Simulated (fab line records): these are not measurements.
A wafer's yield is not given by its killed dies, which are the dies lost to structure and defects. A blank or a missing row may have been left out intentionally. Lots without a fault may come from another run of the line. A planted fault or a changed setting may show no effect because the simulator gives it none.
Split-lot study / flow n5-finfet / route with 1938 steps; 7 lots, 21 wafers read

## SPLIT DETAILS
At N5_WELL_APT_PEB_06 (peb time 90 s), the setting peb-time-s was moved away from the recipe's 90 s on 7 of the 21 wafers read, by -21.5% to +9.5%. All remaining wafers had this setting at the recipe value.

## FROM THE SPLIT TO THE READING: what the file shows between them, 2 steps
- N5_WELL_APT_DEVELOP_07: develop time 45 s
- N5_WELL_APT_HARDBAKE_12: time 120 s

## THE READING
cd-nm (nm) at N5_WELL_APT_CD_MEAS_08, where the cd target is 200 nm. Fault-free wafers of this fab line usually give 199.5 nm, standard deviation 1.5 nm.

wafer=L078.4; tool, chamber at the split=litho-track-03, 0; peb-time-s as run, s=90; against the recipe=recipe; cd-nm, nm=199.5; against lot-mates on the recipe=-
wafer=L078.5; tool, chamber at the split=litho-track-03, 0; peb-time-s as run, s=90; against the recipe=recipe; cd-nm, nm=199.9; against lot-mates on the recipe=-
wafer=L078.6; tool, chamber at the split=litho-track-03, 0; peb-time-s as run, s=90; against the recipe=recipe; cd-nm, nm=197.8; against lot-mates on the recipe=-
wafer=L080.3; tool, chamber at the split=litho-track-03, 0; peb-time-s as run, s=90; against the recipe=recipe; cd-nm, nm=197.4; against lot-mates on the recipe=-
wafer=L080.4; tool, chamber at the split=litho-track-03, 0; peb-time-s as run, s=90; against the recipe=recipe; cd-nm, nm=196.7; against lot-mates on the recipe=-
wafer=L080.5; tool, chamber at the split=litho-track-03, 0; peb-time-s as run, s=90; against the recipe=recipe; cd-nm, nm=198.3; against lot-mates on the recipe=-
wafer=L081.1; tool, chamber at the split=litho-track-03, 0; peb-time-s as run, s=80.4; against the recipe=-10.7%; cd-nm, nm=198.0; against lot-mates on the recipe=-4.1
wafer=L081.2; tool, chamber at the split=litho-track-03, 0; peb-time-s as run, s=90; against the recipe=recipe; cd-nm, nm=203.2; against lot-mates on the recipe=-
wafer=L081.5; tool, chamber at the split=litho-track-03, 0; peb-time-s as run, s=90; against the recipe=recipe; cd-nm, nm=200.9; against lot-mates on the recipe=-
wafer=L084.1; tool, chamber at the split=litho-track-03, 0; peb-time-s as run, s=90; against the recipe=recipe; cd-nm, nm=198.8; against lot-mates on the recipe=-
wafer=L084.4; tool, chamber at the split=litho-track-03, 0; peb-time-s as run, s=74.94; against the recipe=-16.7%; cd-nm, nm=192.8; against lot-mates on the recipe=-6.3
wafer=L084.5; tool, chamber at the split=litho-track-03, 0; peb-time-s as run, s=90; against the recipe=recipe; cd-nm, nm=199.4; against lot-mates on the recipe=-
wafer=L093.1; tool, chamber at the split=litho-track-05, 0; peb-time-s as run, s=90; against the recipe=recipe; cd-nm, nm=200.6; against lot-mates on the recipe=-
wafer=L093.3; tool, chamber at the split=litho-track-05, 0; peb-time-s as run, s=98.51; against the recipe=+9.5%; cd-nm, nm=204.9; against lot-mates on the recipe=+3.2
wafer=L093.6; tool, chamber at the split=litho-track-05, 0; peb-time-s as run, s=90; against the recipe=recipe; cd-nm, nm=202.9; against lot-mates on the recipe=-
wafer=L096.3; tool, chamber at the split=litho-track-03, 0; peb-time-s as run, s=70.69; against the recipe=-21.5%; cd-nm, nm=190.8; against lot-mates on the recipe=-9.4
wafer=L096.4; tool, chamber at the split=litho-track-03, 0; peb-time-s as run, s=90; against the recipe=recipe; cd-nm, nm=200.2; against lot-mates on the recipe=-
wafer=L096.5; tool, chamber at the split=litho-track-03, 0; peb-time-s as run, s=70.69; against the recipe=-21.5%; cd-nm, nm=188.8; against lot-mates on the recipe=-11.4
wafer=L097.1; tool, chamber at the split=litho-track-03, 0; peb-time-s as run, s=81.11; against the recipe=-9.9%; cd-nm, nm=197.7; against lot-mates on the recipe=-5.7
wafer=L097.3; tool, chamber at the split=litho-track-03, 0; peb-time-s as run, s=81.11; against the recipe=-9.9%; cd-nm, nm=198.3; against lot-mates on the recipe=-5.1
wafer=L097.6; tool, chamber at the split=litho-track-03, 0; peb-time-s as run, s=90; against the recipe=recipe; cd-nm, nm=203.4; against lot-mates on the recipe=-

THE FIT
A straight line over all 21 wafers: cd-nm changes by +0.428 nm for each +1% of peb-time-s; r = +0.87; the points scatter about the line by 2 nm.
The same after taking each lot's own level away (the mean of its wafers on the recipe; 21 wafers): +0.452 nm for each +1%; r = +0.97; scatter 0.96 nm.
According to that fit, moving peb-time-s by its largest amount changes the reading by 9.7 nm.
Measured against the standard deviation above, the lots' own levels, which go from 197.47 to 203.40 nm, span 4.0 times it.
Consequently the slope shifts little with the lot-to-lot level, the two slopes agreeing.
Check: -9.97 nm against its lot-mates is what the line predicts for one of the wafers moved furthest among these (-21.5%) when that wafer is left out of the fit. Against them it came out at -9.4 nm.

## OTHER SPLITS APPLIED TO THESE WAFERS
Note: prior to the reading, these wafers also went through further splits. Each is held against what the fit with the lots' levels taken away leaves over:
other split on the same wafers=N5_WELL_APT_COAT_02 spin-rpm; wafers away from the commonest value=10; r with cd-nm (lot level and that fit taken away)=+0.28

## THE WHOLE CHAIN: every reading that the file lists as answering this split, in the file's order
step=N5_WELL_APT_CD_MEAS_08; what it does=target cd 200 nm; reading=cd-nm; change (the file's fit)=+0.436 nm for each +1% of the setting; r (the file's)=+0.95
step=N5_WELL_APT_DESCUM_13; what it does=chemistry O2, time 7.9 s; reading=WELL_APT.cd-nm (the simulator's own value, which no gauge read); change (the file's fit)=+0.422 nm for each +1% of the setting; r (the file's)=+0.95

## THE FILE'S OWN FIT
cd-nm changes by +0.436 nm for each +1% of peb-time-s, r = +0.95.
